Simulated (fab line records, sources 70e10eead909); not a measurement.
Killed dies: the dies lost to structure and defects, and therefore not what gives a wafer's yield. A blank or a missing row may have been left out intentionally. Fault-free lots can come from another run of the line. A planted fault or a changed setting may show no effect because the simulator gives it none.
Chamber matching | flow nand-harc | 4 sister chambers for NHARC_A_WL_FILL_ALD_00 on ald-hk-02
The step deposits Al2O3, target thk 3 nm, pulse time 3 s, ald cycles 30. 8 wafers are shown with their chamber, then 7 later ones without.

## WAFERS WITH THEIR CHAMBER
wafer  | chamber | heater-power-w (W) | precursor-pulse-height-rel
L522.5 | 3       | 431                | 0.966
L524.2 | 0       | 453                | 1.010
L524.6 | 3       | 437                | 1.035
L523.3 | 1       | 476                | 0.966
L523.4 | 2       | 374                | 1.023
L523.5 | 0       | 449                | 0.970
L530.1 | 1       | 481                | 0.985
L530.2 | 2       | 377                | 1.006

## WAFERS WITHOUT THEIR CHAMBER
wafer  | heater-power-w (W) | precursor-pulse-height-rel
L530.5 | 443                | 0.995
L532.2 | 377                | 1.012
L532.3 | 480                | 1.026
L532.5 | 439                | 1.007
L533.1 | 432                | 0.992
L533.2 | 373                | 0.995
L533.3 | 448                | 0.990

## WHICH CHAMBER EACH ONE RAN IN
wafer  | from the rows above     | in truth
L530.5 | can't be placed: 0 or 3 | 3
L532.2 | 2                       | 2
L532.3 | 1                       | 1
L532.5 | 3                       | 3
L533.1 | 3                       | 3
L533.2 | 2                       | 2
L533.3 | 0                       | 0
Placed correctly: 6 of 7. These rows do not allow placing 1 (true chamber among the candidates in 1). Number placed wrongly: 0.
How it was worked out, from the rows above alone: a wafer's distance from a chamber is the root of the sum, over the readings, of the square of ((its reading less the chamber's mean) divided by the reading's scatter). If the next closest chamber is less than 2 further off than the closest, the wafer can't be placed; otherwise it belongs to the closest. For every chamber, the mean is computed from those of its wafers that are shown. The scatter: the root of (the sum of the squares of (reading less its chamber's mean) over the shown wafers, divided by (wafers less chambers)).
